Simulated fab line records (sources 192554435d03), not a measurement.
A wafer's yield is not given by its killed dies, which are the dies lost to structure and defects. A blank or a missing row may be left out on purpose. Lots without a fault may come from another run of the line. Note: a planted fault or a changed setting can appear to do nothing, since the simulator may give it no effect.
A struck lot beside a sound one + flow n5-finfet + 19 steps out of a route of 1938
Sound: wafers L837.2, L837.3, L837.6. Wafers L824.1, L824.4, L824.5 were the ones struck. At the end, the cause is stated.
Order at every step that has rows: each side's tool, ch and its chambers, its first start. Under that, the readings that differ: sound wafers + struck wafers + difference of the means + sigmas: that difference in standard deviations of wafers without a fault.
alike: readings whose means differ by less than 2 such deviations, and words and numbers that are the same on both sides. not compared: withheld readings, readings that some wafer has no value for, bounds like >300 that may hide the same value, and numbers for which the record gives no deviation and whose values overlap.
The two part at a step that has a row with sigmas, a row that says differs or no value, or rows on one side only. Non-overlapping numbers with no deviation appear without sigmas and do not part them. A reading missing from all wafers of one side parts the sides only when that side holds two or more wafers.

first, 7 steps without rows for these wafers: N5_BEOL_M12_COAT_04 (resist thk 400 nm); N5_BEOL_M12_EBR_06; N5_BEOL_M12_SOFTBAKE_05 (time 60 s); N5_BEOL_M12_EXPOSE_07 (exposes mask V11); N5_BEOL_M12_PEB_08 (peb time 90 s); N5_BEOL_M12_DEVELOP_09 (develop time 45 s); N5_BEOL_M12_HARDBAKE_14 (time 120 s).
N5_BEOL_M12_CD_MEAS_10 targets a cd of 140 nm.
  sound on cd-sem-02 ch 0, day 15 16:32; struck on cd-sem-01 ch 0, day 12 14:38
  alike: cd-nm
N5_BEOL_M12_OVL_MEAS_11:
  sound on overlay-02 ch 0, day 15 16:34; struck on overlay-02 ch 0, day 12 14:40
  alike: V11_OVL
N5_BEOL_M12_INSPECT_12: inspects for defects (macro).
  struck on defect-inspect-01, day 12 14:42; sound on defect-inspect-02, day 15 16:35
  alike: raw-defect-count
N5_BEOL_M12_DESCUM_15: chemistry O2, time 7.9 s.
  sound on rie-diel-05 ch 0,1,2, day 15 16:38; struck on rie-diel-04 ch 2,3, day 12 14:44
  alike: chamber-pressure-mTorr, drypump-motor-current-A, oes-product-au, rf-fwd-power-W, rf-vpp-V, showerhead-plenum-p-Torr, throttle-valve-pct
  not compared: rf-hours-counter-h
N5_BEOL_M12_ETCH_59: etches BARC in N2/H2, target depth 89 nm, overetch 26.7 nm, time 67.9 s.
  sound on rie-diel-05 ch 0,1,2, day 15 16:40; struck on rie-diel-04 ch 2,3, day 12 14:46
  alike: bias-w, chamber-pressure-mTorr, drypump-motor-current-A, oes-product-au, rf-fwd-power-W, rf-vpp-V, showerhead-plenum-p-Torr, throttle-valve-pct
  not compared: rf-hours-counter-h
N5_BEOL_M12_VIA_ETCH_16: etches SiOC in C4F8/O2/Ar, target depth 724.8 nm.
  sound on rie-diel-05 ch 0,1,2, day 15 16:43; struck on rie-diel-04 ch 2,3, day 12 14:49
  no value came back on the struck wafers for any of 9 readings (C4F8_flow_sccm (sccm), O2_flow_sccm (sccm) and others); on the sound wafers C4F8_flow_sccm (sccm) reads 15.00 15.10 14.96
| reading                                    | sound             | struck            | difference | sigmas |
|--------------------------------------------|-------------------|-------------------|------------|--------|
| model.coat_of_BEOL_M12_COAT_04.thk-nm (nm) | 122.8 123.8 120.6 | 317.4 315.4 316.6 | +194.1     |        |
N5_BEOL_M12_STRIP_63: strips in N2/H2.
  sound on plasma-asher-01 ch 0, day 15 16:55; struck on plasma-asher-01 ch 0,1, day 12 15:01
| reading                      | sound             | struck            | difference | sigmas |
|------------------------------|-------------------|-------------------|------------|--------|
| oes-product-au (a.u.)        | 0.688 0.688 0.687 | 0.857 0.860 0.870 | +0.175     | +40    |
| strip-time-to-endpoint-s (s) | 42.4 42.7 41.9    | 92.8 92.3 92.6    | +50.2      | +62    |
  alike: chamber-pressure-mTorr, drypump-motor-current-A, heater-power-w
  not compared: rf-hours-counter-h
N5_BEOL_M12_STRIP_64: strips in N2/H2.
  sound on plasma-asher-01 ch 0, day 15 16:58; struck on plasma-asher-01 ch 0,1, day 12 15:05
  alike: drypump-motor-current-A, heater-power-w, oes-product-au, strip-time-to-endpoint-s
  not compared: rf-hours-counter-h
then, 2 steps without rows for these wafers: N5_BEOL_M12_STRIP_71 (strips in post etch residue remover, time 60 s); N5_BEOL_M12_SRD_72 (time 30 s, dry time 30 s).
N5_BEOL_M12_CD_MEAS_17 targets a cd of 140 nm.
  struck on cd-sem-01, day 12 15:13; sound on cd-sem-01, day 15 17:07
| reading    | sound             | struck | difference                    | sigmas |
|------------|-------------------|--------|-------------------------------|--------|
| cd-nm (nm) | 143.5 141.6 140.8 | - - -  | no value on the struck wafers |        |
then, 1 step without rows for these wafers: N5_BEOL_M12_COAT_65 (time 60 s, resist thk 300 nm).

== WHERE THEY PART ==
First at N5_BEOL_M12_VIA_ETCH_16; last, within this record, at N5_BEOL_M12_CD_MEAS_17.

WHY: whatever the simulator had introduced
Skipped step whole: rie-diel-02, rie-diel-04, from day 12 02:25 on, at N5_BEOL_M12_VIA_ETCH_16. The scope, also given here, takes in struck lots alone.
